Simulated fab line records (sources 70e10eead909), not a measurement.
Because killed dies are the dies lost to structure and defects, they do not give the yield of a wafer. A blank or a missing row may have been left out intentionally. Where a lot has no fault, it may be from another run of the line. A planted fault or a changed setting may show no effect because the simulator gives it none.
Matching of chambers -- flow nand_harc -- NHARC_P_CONTACT_DESCUM_17 on rie_diel-07: 4 sister chambers
The step chemistry O2, time 3 s. 4 wafers are shown with their chamber, then 12 later ones without.

## WAFERS WITH THEIR CHAMBER
wafer,chamber,drypump_motor_current_A (A)
L084.3,2,5.24
L079.3,1,5.50
L093.2,3,5.68
L093.5,0,5.53

## WAFERS WHOSE CHAMBER IS MISSING
wafer,drypump_motor_current_A (A)
L094.1,5.74
L094.2,5.51
L094.3,5.49
L094.4,5.23
L094.5,5.54
L094.6,5.50
L096.3,5.50
L096.5,5.70
L096.6,5.25
L097.2,5.50
L097.3,5.24
L097.6,5.53

## WHICH CHAMBER EACH ONE RAN IN
wafer,from the rows above,in truth
L094.1,3,3
L094.2,can't be placed: 1 or 0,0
L094.3,can't be placed: 1 or 0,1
L094.4,2,2
L094.5,can't be placed: 0 or 1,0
L094.6,can't be placed: 1 or 0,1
L096.3,can't be placed: 1 or 0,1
L096.5,3,3
L096.6,2,2
L097.2,can't be placed: 1 or 0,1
L097.3,2,2
L097.6,can't be placed: 0 or 1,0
Correctly placed: 5 of 12. These rows do not allow placing 7 (true chamber among the candidates in 7). Placed wrongly: 0.
How it was worked out, from the rows above alone: a wafer's distance from a chamber is the root of the sum, over the readings, of the square of ((its reading less the chamber's mean) divided by the reading's scatter). The wafer belongs to the nearest chamber; if the next one is less than 2 further off, it can't be placed. A chamber's mean is the mean of its shown wafers. The scatter: root of mean squared gap, hidden wafer to nearest shown wafer, with one shown wafer a chamber.
